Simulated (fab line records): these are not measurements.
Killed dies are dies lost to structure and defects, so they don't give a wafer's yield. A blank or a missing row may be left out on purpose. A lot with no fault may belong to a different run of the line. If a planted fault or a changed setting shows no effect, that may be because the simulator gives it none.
Struck lot and sound lot, side by side :: flow nandHarc :: 12 out of 1302 route steps
Sound: the wafers L134.1, L134.4, L134.6. Wafers struck: L128.2, L128.4, L128.6. The cause is named last.
At each step with rows: each side's tool, then ch and its chambers, then its first start. Under that, the readings that differ: sound wafers :: struck wafers :: difference of the means :: sigmas: that difference in standard deviations of wafers without a fault.
alike: readings with means less than 2 such deviations apart, plus words and numbers identical on both sides. not compared: withheld readings, readings lacking a value on some wafer, bounds such as >300 that could conceal the same value, and numbers that have no deviation in the record and whose values overlap.
Wherever a step has rows on one side only, a row that says differs or no value, or a row with sigmas, the two part there. Numbers that have no deviation but don't overlap get no sigmas and don't part them. A reading missing from all wafers of one side parts the sides only when that side holds two or more wafers.

first, 2 steps without rows for these wafers: NHARC_A_STAIRCASE_PRECLEAN_297 (cleans in SC1); NHARC_A_STAIRCASE_SRD_298.
NHARC_A_STAIRCASE_HM_DEP_462: deposits aC, target thk 800 nm.
  sound on aclDep-02 ch 0, day 23 17:08; struck on aclDep-02 ch 0, day 21 11:52
  alike: throttleValvePct
NHARC_A_STAIRCASE_DEP_301: deposits SiON, target thk 30 nm.
  sound on pecvd-02 ch 1,2, day 23 19:02; struck on pecvd-03 ch 0,1, day 21 13:29
  alike: heaterPowerW
then, 7 steps without rows for these wafers: NHARC_A_STAIRCASE_DEHYDRATE_302 (time 120 s); NHARC_A_STAIRCASE_HMDS_303 (time 30 s); NHARC_A_STAIRCASE_COAT_304; NHARC_A_STAIRCASE_SOFTBAKE_305 (time 170 s); NHARC_A_STAIRCASE_EBR_306; NHARC_A_STAIRCASE_EXPOSE_307 (exposes mask CHOP 50); NHARC_A_STAIRCASE_PEB_308 (peb time 130 s).
NHARC_A_STAIRCASE_DEVELOP_309: time 140 s.
  sound on lithoTrack-07 ch 0, day 23 19:00; struck on lithoTrack-02, day 21 14:00
  no value came back on the struck wafers for chillPlateTempC (C), exhaustPa (Pa); on the sound wafers chillPlateTempC (C) reads 22.87 22.99 22.87

## WHERE THEY PART
At NHARC_A_STAIRCASE_DEVELOP_309 and nowhere else, as far as this record goes.

WHY: what had been put in by the simulator
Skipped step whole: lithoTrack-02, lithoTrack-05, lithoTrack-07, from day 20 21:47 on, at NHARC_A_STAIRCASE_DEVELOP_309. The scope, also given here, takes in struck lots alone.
